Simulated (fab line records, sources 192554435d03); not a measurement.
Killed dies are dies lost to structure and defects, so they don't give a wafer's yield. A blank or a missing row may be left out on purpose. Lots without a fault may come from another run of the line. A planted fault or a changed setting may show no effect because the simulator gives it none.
fab line records | flow n5_finfet
record lots=7 wafers=39
route steps=1938 shown DUMMY_GATE@228 SD_EPI_N@293 SD_EPI_P@310 SD_ACTIVATION@330 GATE_CUT@500 MOL_CONTACT_COAG@559
start_h: hours from the record's first day to the start of the lot's first wafer shown | wait_h: hours since the lot's step before | " the same as in the row above | L1.1+2: a row that stands for several wafers | - no value, or no start given | * or withheld: withheld | < > ~ a bound
route shown NAME@n: a module of which the file shows steps, and the number in the route of the first | usual: mean/standard deviation of fault-free wafers | same: alike in all rows | chamber/n: place in a boat | sites: the reading at each site | _std_site: their standard deviation | _edge_site: outer sites' mean less inner sites' | radius_mm: how far each site lies from the wafer's centre | mask NAME#n: copy n | behind: the tool/chamber that last shaped the wafer | hold: why the lot was held/for how many hours/how that ended | device: the transistor (n, p or np) that didn't switch | end of line: the same wafers' tests at the end of the route | a step without rows: its recipe alone | killed: dies lost to structure and defects at the first sort, not the wafer's yield | map: a wafer's dies, x killed, . not, _ none there
set.NAME: the setting as run; set.NAME@STEP: as run at that earlier step | model.NAME: the simulator's own value behind a step, which no gauge read
lots whose settings were changed on purpose; a table a step, a row a wafer
## steps
# step N5_DUMMY_GATE_EXPOSE_12
# recipe mask_id=GATE na=0.33 source_shape=annular sigma_inner=0.2 sigma_outer=0.6 polarization=unpolarized target_cd_nm=25 dose_mj=34
# columns lot.wafer tool chamber start_h wait_h mask set.dose_mj
L076.1+2+3+4+5+6 euv_scanner-02 0 60.84 - GATE#0 34
L082.3+5+6 euv_scanner-02 0 93.80 - GATE#0 34
L083.1+2+3 euv_scanner-02 0 103.87 - GATE#0 34
L083.4+5+6 " 0 " " GATE#0 32.34
L085.1+2+3+4+5+6 euv_scanner-02 0 111.77 - GATE#0 34
L087.1+4+6 euv_scanner-01 0 123.15 - GATE#0 34
L087.2+3+5 " 0 " " GATE#0 32.51
L089.1+2+5 euv_scanner-02 0 136.54 - GATE#0 32.75
L089.3+4+6 " 0 " " GATE#0 34
L096.1+2+3+4+5+6 euv_scanner-02 0 179.30 - GATE#0 34
# step N5_DUMMY_GATE_PEB_13
# recipe peb_temp_c=100 peb_time_s=60 resist=CAR-EUV
# step N5_DUMMY_GATE_DEVELOP_14
# recipe develop_time_s=30 developer=TMAH resist=CAR-EUV rinse_liquid=surfactant_rinse dry=air_spin dev_temp_c=23
# step N5_DUMMY_GATE_STRIP_38
# recipe chemistry=N2/H2 temp_c=40 n2_flow_sccm=200 h2_flow_sccm=200 rf_frequency_hz=6e+07
# step N5_DUMMY_GATE_STRIP_39
# recipe chemistry=N2/H2 temp_c=40 n2_flow_sccm=200 h2_flow_sccm=200 rf_frequency_hz=6e+07
# step N5_DUMMY_GATE_TRIM_49
# recipe chemistry=O2 resist=SOC time_s=29 target_cd_nm=14 source_power_w=300 bias_power_w=0 O2_flow_sccm=100 temp_c=20
# columns lot.wafer tool chamber start_h wait_h set.dose_mj@DUMMY_GATE_EXPOSE_12 model.DUMMY_GATE.cd_nm
L076.1+5 rie_si-06 3,1 61.54 0.0 34 14.2
L076.2+3+4 " 2,1,0 " " 34 14
L076.6 " 0 " " 34 13.8
L082.3 rie_si-06 0 94.27 0.0 34 13.8
L082.5 " 1 " " 34 14
L082.6 " 2 " " 34 13.6
L083.1 rie_si-06 0 104.72 0.0 34 13.8
L083.2 " 2 " " 34 14
L083.3 " 3 " " 34 14.2
L083.4 " 1 " " 32.34 15.2
L083.5+6 " 0,3 " " 32.34 15
L085.1+3+5 rie_si-03 1,0,3 112.37 0.0 34 14.2
L085.2+4 " 3,2 " " 34 13.8
L085.6 " 2 " " 34 14
L087.1 rie_si-04 0 123.63 0.0 34 13.8
L087.2 " 2 " " 32.51 14.8
L087.3+5 " 1,3 " " 32.51 15
L087.4 " 3 " " 34 14.2
L087.6 " 2 " " 34 14.4
L089.1+2 rie_si-04 1,2 137.02 0.0 32.75 14.8
L089.3+6 " 0 " " 34 14
L089.4 " 3 " " 34 14.2
L089.5 " 3 " " 32.75 14.6
L096.1+2+3+6 rie_si-04 1,2,0,0 179.78 0.0 34 14
L096.4+5 " 2,1 " " 34 14.2
# step N5_DUMMY_GATE_ETCH_32
# recipe chemistry=CF4 target=SiO2 target_depth_a=35 time_s=3.9 ion_energy_ev=350 pressure_mtorr=10 icp_w=800 bias_w=400 cf4_flow_sccm=80
# columns lot.wafer tool chamber start_h wait_h set.time_s model.etch.depth_nm
L076.1 rie_si-04 2 61.98 0.1 4.481 4.003
L076.2 " 1 " " 3.9 3.503
L076.3 " 0 " " 4.481 4.013
L076.4 " 3 " " 3.9 3.49
L076.5 " 3 " " 4.481 3.984
L076.6 " 0 " " 3.9 3.485
L082.3 rie_si-03 1 94.92 0.1 3.9 3.469
L082.5 " 0 " " 3.9 3.404
L082.6 " 3 " " 3.9 3.487
L083.1 rie_si-06 3 105.31 0.1 3.9 3.475
L083.2 " 1 " " 3.9 3.421
L083.3 " 2 " " 3.9 3.545
L083.4 " 0 " " 3.9 3.483
L083.5 " 3 " " 3.9 3.471
L083.6 " 2 " " 3.9 3.54
L085.1 rie_si-03 3 113.00 0.1 4.797 4.322
L085.2 " 0 " " 3.9 3.397
L085.3 " 2 " " 3.9 3.48
L085.4 " 1 " " 4.797 4.283
L085.5 " 2 " " 3.9 3.466
L085.6 " 1 " " 4.797 4.266
L087.1 rie_si-03 3 124.11 0.1 3.186 2.858
L087.2 " 2 " " 3.186 2.817
L087.3 " 1 " " 3.9 3.461
L087.4 " 0 " " 3.186 2.771
L087.5 " 2 " " 3.9 3.432
L087.6 " 1 " " 3.9 3.467
L089.1 rie_si-03 3 137.75 0.1 3.9 3.53
L089.2 " 0 " " 3.9 3.421
L089.3 " 1 " " 3.9 3.505
L089.4 " 2 " " 3.9 3.47
L089.5 " 0 " " 3.9 3.416
L089.6 " 1 " " 3.9 3.498
L096.1 rie_si-06 1 180.43 0.1 3.079 2.735
L096.2 " 0 " " 3.079 2.781
L096.3 " 2 " " 3.079 2.837
L096.4 " 3 " " 3.9 3.486
L096.5 " 3 " " 3.9 3.475
L096.6 " 2 " " 3.9 3.566
# step N5_DUMMY_GATE_ETCH_23
# recipe chemistry=HBr/Cl2/O2 HBr_flow_sccm=150 Cl2_flow_sccm=80 O2_flow_sccm=12 bias_w=102 target_depth_a=410 time_s=22.3 target=poly-Si mask_material=SiO2 pressure_mtorr=10 icp_w=800
# step N5_DUMMY_GATE_ETCH_44
# recipe chemistry=HBr/O2 over_etch_frac=0.7 target_depth_a=1275 stop_on=SiO2 ion_energy_ev=60 bias_w=20 target=poly-Si mask_material=SiO2 pressure_mtorr=20 icp_w=400 HBr_flow_sccm=120 O2_flow_sccm=10
# columns lot.wafer tool chamber start_h wait_h set.dose_mj@DUMMY_GATE_EXPOSE_12 model.DUMMY_GATE.cd_nm
L076.1 rie_si-04 2 62.07 0.0 34 15.4
L076.2+6 " 1,0 " " 34 15
L076.3+4+5 " 0,3,3 " " 34 15.2
L082.3 rie_si-03 1 95.01 0.0 34 14.6
L082.5 " 0 " " 34 14.8
L082.6 " 3 " " 34 14.4
L083.1 rie_si-06 3 105.40 0.0 34 15
L083.2 " 1 " " 34 15.2
L083.3 " 2 " " 34 15.4
L083.4+6 " 0,2 " " 32.34 16.2
L083.5 " 3 " " 32.34 16
L085.1+3 rie_si-03 3,2 113.09 0.0 34 15.2
L085.2+4 " 0,1 " " 34 14.8
L085.5+6 " 2,1 " " 34 15
L087.1 rie_si-03 3 124.20 0.0 34 14.8
L087.2+3 " 2,1 " " 32.51 15.8
L087.4 " 0 " " 34 15
L087.5 " 2 " " 32.51 16
L087.6 " 1 " " 34 15.4
L089.1 rie_si-03 3 137.84 0.0 32.75 15.6
L089.2 " 0 " " 32.75 15.8
L089.3+4 " 1,2 " " 34 15.2
L089.5 " 0 " " 32.75 15.4
L089.6 " 1 " " 34 15
L096.1+4+5 rie_si-06 1,3,3 180.52 0.0 34 15
L096.2+3+6 " 0,2,2 " " 34 14.8
# step N5_DUMMY_GATE_ETCH_42
# recipe chemistry=CHF3/O2 target=SiO2 target_depth_a=35 time_s=31 ion_energy_ev=30 bias_w=12 pressure_mtorr=30 source_w=600 Ar_flow_sccm=200 CHF3_flow_sccm=50 O2_flow_sccm=5
# columns lot.wafer tool chamber start_h wait_h set.dose_mj@DUMMY_GATE_EXPOSE_12 model.DUMMY_GATE.cd_nm
L076.1 rie_diel-04 1 62.25 0.1 34 15.4
L076.2+4+6 " 0,3,1 " " 34 15
L076.3+5 " 2 " " 34 15.2
L082.3 rie_diel-02 2 95.17 0.0 34 14.6
L082.5 " 1 " " 34 14.8
L082.6 " 2 " " 34 14.4
L083.1 rie_diel-02 0 105.57 0.1 34 15
L083.2 " 3 " " 34 15.2
L083.3 " 1 " " 34 15.4
L083.4+6 " 2 " " 32.34 16.4
L083.5 " 3 " " 32.34 16
L085.1+3 rie_diel-04 3,0 113.25 0.0 34 15.2
L085.2 " 2 " " 34 14.8
L085.4+5+6 " 1,1,0 " " 34 15
L087.1+4 rie_diel-02 0,3 124.36 0.0 34 15
L087.2 " 2 " " 32.51 15.8
L087.3+5 " 1 " " 32.51 16
L087.6 " 2 " " 34 15.4
L089.1+2 rie_diel-05 0,3 138.02 0.1 32.75 15.8
L089.3+4 " 2,1 " " 34 15.2
L089.5 " 3 " " 32.75 15.4
L089.6 " 0 " " 34 15
L096.1+2+4+5 rie_diel-05 0,1,3,3 180.76 0.1 34 15
L096.3+6 " 2,0 " " 34 14.8
# step N5_SD_EPI_N_LINER_46
# recipe material=SiNx target_thk_a=30 temp_c=400 ald_precursor_family=SiH2I2 ald_co_reactant=N2/H2-plasma pressure_torr=2
# columns lot.wafer tool chamber start_h wait_h set.target_thk_a model.SiNx_of_SD_EPI_N_LINER_46.thk_nm
L076.1+2+3 ald_sin-03 0,1,3 67.48 0.2 34.45 3.4
L076.4+5+6 " 2,3,2 " " 30 3
L082.3+5+6 ald_sin-01 1,2,3 103.11 0.1 30 3
L083.1+2+5 ald_sin-03 0,3,0 111.22 0.8 27 2.6
L083.3+4+6 " 2,1,1 " " 30 3
L085.1+5+6 ald_sin-03 3,0,3 121.11 0.4 30 3
L085.2+3+4 " 0,2,1 " " 28.76 2.8
L087.1+2+3 ald_sin-02 0,2,1 129.45 0.2 30 3
L087.4+5+6 " 3,3,2 " " 28.31 2.8
L089.1+4+5 ald_sin-03 0,1,0 146.22 0.2 31.73 3.2
L089.2+3+6 " 3,2,3 " " 30 3
L096.1+2+5 ald_sin-02 0,2,0 186.92 1.1 30 3
L096.3+4+6 " 1,1,2 " " 31.84 3.2
# step N5_SD_EPI_P_ETCHBACK_46
# recipe chemistry=CH3F/O2 mode=anisotropic_etchback target=SiNx target_depth_a=175 stop_on=SiO2 over_etch_frac=0.3 ion_energy_ev=120 pressure_mtorr=30 source_w=395 bias_w=73 Ar_flow_sccm=150 CH3F_flow_sccm=30 O2_flow_sccm=20
# columns lot.wafer tool chamber start_h wait_h set.over_etch_frac
L076.1+2+3+4+5+6 rie_diel-02 3,2,0,1,0,3 68.65 0.0 0.3
L082.3+5+6 rie_diel-02 2,3,2 104.77 0.0 0.3
L083.1+2+3+4+5+6 rie_diel-04 2,3,1,0,2,1 112.50 0.0 0.3
L085.1+2+5 rie_diel-02 2,3,1 122.42 0.0 0.3
L085.3+4+6 " 1,0,0 " " 0.28
L087.1+3+6 rie_diel-02 2,1,1 130.61 0.0 0.3
L087.2+4+5 " 0,3,2 " " 0.2787
L089.1+4+6 rie_diel-05 0,3,1 147.37 0.0 0.3
L089.2+3+5 " 2,1,0 " " 0.2775
L096.1+2+3+4+5+6 rie_diel-05 1,2,0,3,0,1 187.95 0.0 0.3
# step N5_SD_EPI_P_ETCH_47
# recipe chemistry=CH3F/O2 target=SiOCN target_depth_a=250 mask_material=SOC ion_energy_ev=60 bias_w=29 pressure_mtorr=30 source_w=410 Ar_flow_sccm=150 CH3F_flow_sccm=30 O2_flow_sccm=20
# step N5_SD_EPI_P_ETCH_16
# recipe chemistry=CHF3/O2 target=SiO2 target_depth_a=50 mask_material=SOC pressure_mtorr=30 source_w=650 bias_w=170 Ar_flow_sccm=200 CHF3_flow_sccm=50 O2_flow_sccm=5 ion_energy_ev=200
# step N5_SD_EPI_P_PRECLEAN_52
# recipe chemistry=O3/DIW time_s=60 temp_c=22 o3_ppm=10
# step N5_SD_EPI_P_SRD_20
# recipe dry=ipa_marangoni do_ppb=5 time_s=30 temp_c=23 rinse_liquid=diw
# step N5_SD_EPI_P_PRECLEAN_51
# recipe chemistry=NF3:NH3 afs_cycles=1 temp_c=30 time_s=20 sublimation_temp_c=180 sublimation_time_s=60 pressure_torr=3 rf_power_w=30
# columns lot.wafer tool chamber start_h wait_h set.target_thk_a@SD_EPI_N_LINER_46 model.SiNx_of_SD_EPI_N_LINER_46.thk_nm
L076.1+2+3 epi_rpcvd-02 0 69.23 0.0 34.45 3
L076.4+5+6 " 0 " " 30 2.6
L082.3+5+6 epi_rpcvd-03 0 105.41 0.1 30 2.6
L083.1+5 epi_rpcvd-02 0 113.07 0.0 27 2.2
L083.2 " 0 " " 27 2.4
L083.3+4+6 " 0 " " 30 2.6
L085.1+5+6 epi_rpcvd-01 0 123.00 0.0 30 2.6
L085.2+3+4 " 0 " " 28.76 2.4
L087.1+2+3 epi_rpcvd-02 0 131.18 0.0 30 2.6
L087.4+5+6 " 0 " " 28.31 2.4
L089.1+4+5 epi_rpcvd-02 0 147.94 0.0 31.73 2.8
L089.2+3+6 " 0 " " 30 2.6
L096.1+2+5 epi_rpcvd-02 0 188.52 0.0 30 2.6
L096.3+4+6 " 0 " " 31.84 2.8
# step N5_SD_EPI_P_EPI_21
# recipe material=SiGe:B dopant=B temp_c=550 pressure_torr=20 ambient=H2 time_s=355
# columns lot.wafer tool chamber start_h wait_h set.pressure_torr model.SiGe-B_of_SD_EPI_P_EPI_21.thk_nm
L076.1 epi_rpcvd-02 0 69.59 0.1 23.26 64.4
L076.2+6 " 0 " " 23.26 64
L076.3 " 0 " " 23.26 65
L076.4 " 0 " " 23.26 64.2
L076.5 " 0 " " 23.26 64.8
L082.3 epi_rpcvd-03 0 106.43 0.8 20 61.6
L082.5 " 0 " " 20 61.8
L082.6 " 0 " " 20 62.2
L083.1+3 epi_rpcvd-02 0 113.43 0.1 23.6 65.4
L083.2+5 " 0 " " 23.6 65.2
L083.4 " 0 " " 23.6 65
L083.6 " 0 " " 23.6 64.8
L085.1+3 epi_rpcvd-01 0 123.64 0.3 23.52 66.2
L085.2+5 " 0 " " 23.52 66
L085.4 " 0 125.56 2.0 23.52 66.4
L085.6 " 0 126.84 3.2 23.52 65.8
L087.1+2+3+5 epi_rpcvd-02 0 131.54 0.1 16.21 55.4
L087.4 " 0 132.62 1.1 16.21 55.6
L087.6 " 0 " " 16.21 56
L089.1+3+4 epi_rpcvd-02 0 148.30 0.1 23.61 64.8
L089.2+5 " 0 " " 23.61 65.2
L089.6 " 0 150.10 1.8 23.61 65
L096.1+3+6 epi_rpcvd-02 0 188.88 0.1 20 60.4
L096.2+4 " 0 " " 20 60.8
L096.5 " 0 190.32 1.5 20 60
# step N5_SD_EPI_P_HM_STRIP_48
# recipe chemistry=H3PO4 temp_c=160 material=SiNx target=SiNx target_depth_a=30 overetch_fraction=0.3
# step N5_SD_ACTIVATION_RTA_00
# recipe temp_c=975 time_s=0 ambient=N2 idle_temp_c=600 ramp_up_c_per_s=150 ramp_down_c_per_s=60 cool_to_c=600
# step N5_SD_ACTIVATION_LSA_01
# recipe temp_c=1080 time_s=0.0008 ambient=N2
# step N5_SD_ACTIVATION_RS_MEAS_03
# recipe thk_meas_gauge=four-point-probe
# usual RS_SD_N=21.86/0.23 RS_SD_P=55.8/0.89
# columns lot.wafer tool chamber start_h wait_h set.pressure_torr@SD_EPI_P_EPI_21 RS_SD_N[ohm/sq] RS_SD_P[ohm/sq]
L076.1 film_metro-01 - 72.44 0.2 23.26 21.71 51.3
L076.2 " - " " 23.26 22.14 51.7
L076.3 " - " " 23.26 22.04 50.8
L076.4 " - " " 23.26 22.10 51.6
L076.5 " - " " 23.26 21.70 50.4
L076.6 " - " " 23.26 22.01 51.3
L082.3 film_metro-02 - 108.55 0.2 20 21.74 55.0
L082.5 " - " " 20 22.42 54.1
L082.6 " - " " 20 21.97 53.7
L083.1 film_metro-01 - 116.38 0.2 23.6 22.27 50.1
L083.2 " - " " 23.6 21.94 50.5
L083.3 " - " " 23.6 21.94 50.1
L083.4 " - " " 23.6 21.77 51.1
L083.5 " - " " 23.6 21.74 50.5
L083.6 " - " " 23.6 21.54 50.8
L085.1 film_metro-01 - 128.12 0.2 23.52 21.92 50.1
L085.2 " - " " 23.52 21.68 50.1
L085.3 " - " " 23.52 21.66 49.9
L085.4 " - " " 23.52 21.73 50.1
L085.5 " - " " 23.52 21.73 49.9
L085.6 " - " " 23.52 21.80 50.3
L087.1 film_metro-02 - 134.52 0.2 16.21 21.88 64.8
L087.2 " - " " 16.21 21.57 64.7
L087.3 " - " " 16.21 21.83 65.1
L087.4 " - " " 16.21 21.62 65.4
L087.5 " - " " 16.21 22.04 65.2
L087.6 " - " " 16.21 21.80 64.9
L089.1 film_metro-01 - 151.14 0.2 23.61 22.00 51.4
L089.2 " - " " 23.61 21.84 51.1
L089.3 " - " " 23.61 22.23 51.3
L089.4 " - " " 23.61 21.88 51.1
L089.5 " - " " 23.61 21.95 51.1
L089.6 " - " " 23.61 21.83 51.0
L096.1 film_metro-01 - 191.71 0.2 20 22.37 55.6
L096.2 " - " " 20 21.47 55.2
L096.3 " - " " 20 21.73 55.8
L096.4 " - " " 20 21.43 54.9
L096.5 " - " " 20 21.79 55.8
L096.6 " - " " 20 21.87 55.8
# step N5_GATE_CUT_CUT_ETCH_53
# recipe chemistry=SF6/Cl2 target=W mask_material=SiO2 target_depth_a=792 pressure_mtorr=8 icp_w=900 bias_w=80 SF6_flow_sccm=40 Cl2_flow_sccm=60 ends=cleared
# usual etch_rf_on_time_s=26.2/0.47
# columns lot.wafer tool chamber start_h wait_h set.icp_w etch_rf_on_time_s
L076.1 rie_metal-01 1 97.93 0.1 900 26.3
L076.2 " 0 " " 838.1 27.2
L076.3 " 0 " " 900 25.5
L076.4 " 1 " " 838.1 28.0
L076.5 " 0 " " 838.1 27.0
L076.6 " 1 " " 900 26.2
L082.3 rie_metal-01 1 133.83 0.1 900 26.8
L082.5 " 1 " " 900 26.9
L082.6 " 0 " " 900 26.1
L083.1 rie_metal-01 0 141.67 0.1 900 25.8
L083.2 " 1 " " 989.1 24.7
L083.3 " 0 " " 989.1 23.8
L083.4 " 1 " " 900 26.5
L083.5 " 1 " " 989.1 24.3
L083.6 " 0 " " 900 25.8
L085.1 rie_metal-03 0 154.29 0.1 1052 23.5
L085.2 " 1 " " 900 25.7
L085.3 " 0 " " 900 26.8
L085.4 " 1 " " 1052 22.5
L085.5 " 1 " " 1052 22.6
L085.6 " 0 " " 900 26.8
L087.1 rie_metal-02 1 159.57 0.1 840.8 27.3
L087.2 " 0 " " 900 25.9
L087.3 " 0 " " 840.8 27.5
L087.4 " 1 " " 840.8 27.0
L087.5 " 1 " " 900 25.6
L087.6 " 0 " " 900 26.2
L089.1 rie_metal-03 1 176.57 0.1 900 26.1
L089.2 " 0 " " 956.6 25.4
L089.3 " 0 " " 900 26.9
L089.4 " 1 " " 956.6 24.7
L089.5 " 0 " " 956.6 25.3
L089.6 " 1 " " 900 26.0
L096.1 rie_metal-02 1 218.50 0.1 900 25.5
L096.2 " 0 " " 900 26.0
L096.3 " 1 " " 900 25.7
L096.4 " 0 " " 900 26.0
L096.5 " 1 " " 900 25.8
L096.6 " 0 " " 900 26.1
# step N5_MOL_CONTACT_COAG_ALD_27
# recipe material=SiOC target_thk_a=170 temp_c=400 ald_precursor_family=carbosiloxane ald_co_reactant=H2-plasma pulse_time_s=1.5 time_s=2720 purge_time_s=2 co_reactant_purge_time_s=2 ald_cycles=340 pressure_torr=2
# columns lot.wafer tool chamber start_h wait_h set.time_s model.SiOC_of_MOL_CONTACT_COAG_ALD_27.thk_nm
L076.1 ald_sin-03 1 109.68 0.7 3101 16.8
L076.2+3+4 " 3,2,0 " " 2720 17
L076.5+6 " 2,1 " " 3101 17
L082.3+5+6 ald_sin-01 0,3,2 145.85 0.0 2720 17
L083.1+2+3+4+5+6 ald_sin-01 3,2,0,1,2,1 152.52 0.2 2720 17
L085.1 ald_sin-03 0 166.06 0.0 2720 16.8
L085.2+3+4+5+6 " 1,2,3,3,2 " " 2720 17
L087.1 ald_sin-02 3 170.54 0.1 2548 16
L087.2+6 " 1,0 " " 2548 15.8
L087.3+4+5 " 0,2,3 " " 2720 17
L089.1+3+5 ald_sin-01 0,1,3 188.14 0.0 2720 17
L089.2 " 3 " " 2385 14.8
L089.4+6 " 1,0 " " 2385 15
L096.1+2+3+4+5+6 ald_sin-02 3,1,0,0,3,1 228.38 0.0 2720 16.8
## key
split step=N5_DUMMY_GATE_EXPOSE_12 setting=dose_mj stated=34 by=wafer
response step=N5_DUMMY_GATE_TRIM_49 reading=model.DUMMY_GATE.cd_nm change=-0.197 per=1% r=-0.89
response step=N5_DUMMY_GATE_ETCH_44 reading=model.DUMMY_GATE.cd_nm change=-0.173 per=1% r=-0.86
response step=N5_DUMMY_GATE_ETCH_42 reading=model.DUMMY_GATE.cd_nm change=-0.189 per=1% r=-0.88
split step=N5_DUMMY_GATE_ETCH_32 setting=time_s stated=3.9 by=wafer
response step=N5_DUMMY_GATE_ETCH_32 reading=model.etch.depth_nm change=+0.0352 per=1% r=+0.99
split step=N5_SD_EPI_N_LINER_46 setting=target_thk_a stated=30 by=wafer
response step=N5_SD_EPI_N_LINER_46 reading=model.SiNx_of_SD_EPI_N_LINER_46.thk_nm change=+0.0324 per=1% r=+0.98
response step=N5_SD_EPI_P_PRECLEAN_51 reading=model.SiNx_of_SD_EPI_N_LINER_46.thk_nm change=+0.0309 per=1% r=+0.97
split step=N5_SD_EPI_P_ETCHBACK_46 setting=over_etch_frac stated=0.3 by=wafer
response none clear
split step=N5_SD_EPI_P_EPI_21 setting=pressure_torr stated=20 by=lot
response step=N5_SD_EPI_P_EPI_21 reading=model.SiGe-B_of_SD_EPI_P_EPI_21.thk_nm change=+0.261 per=1% r=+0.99
response step=N5_SD_ACTIVATION_RS_MEAS_03 reading=RS_SD_P change=-0.367 per=1% r=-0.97
split step=N5_GATE_CUT_CUT_ETCH_53 setting=icp_w stated=900 by=wafer
response step=N5_GATE_CUT_CUT_ETCH_53 reading=etch_rf_on_time_s change=* per=1% r=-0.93
split step=N5_MOL_CONTACT_COAG_ALD_27 setting=time_s stated=2720 by=wafer
response step=N5_MOL_CONTACT_COAG_ALD_27 reading=model.SiOC_of_MOL_CONTACT_COAG_ALD_27.thk_nm shape=bent at_lowest=14.93 at_stated=16.95 at_highest=16.93
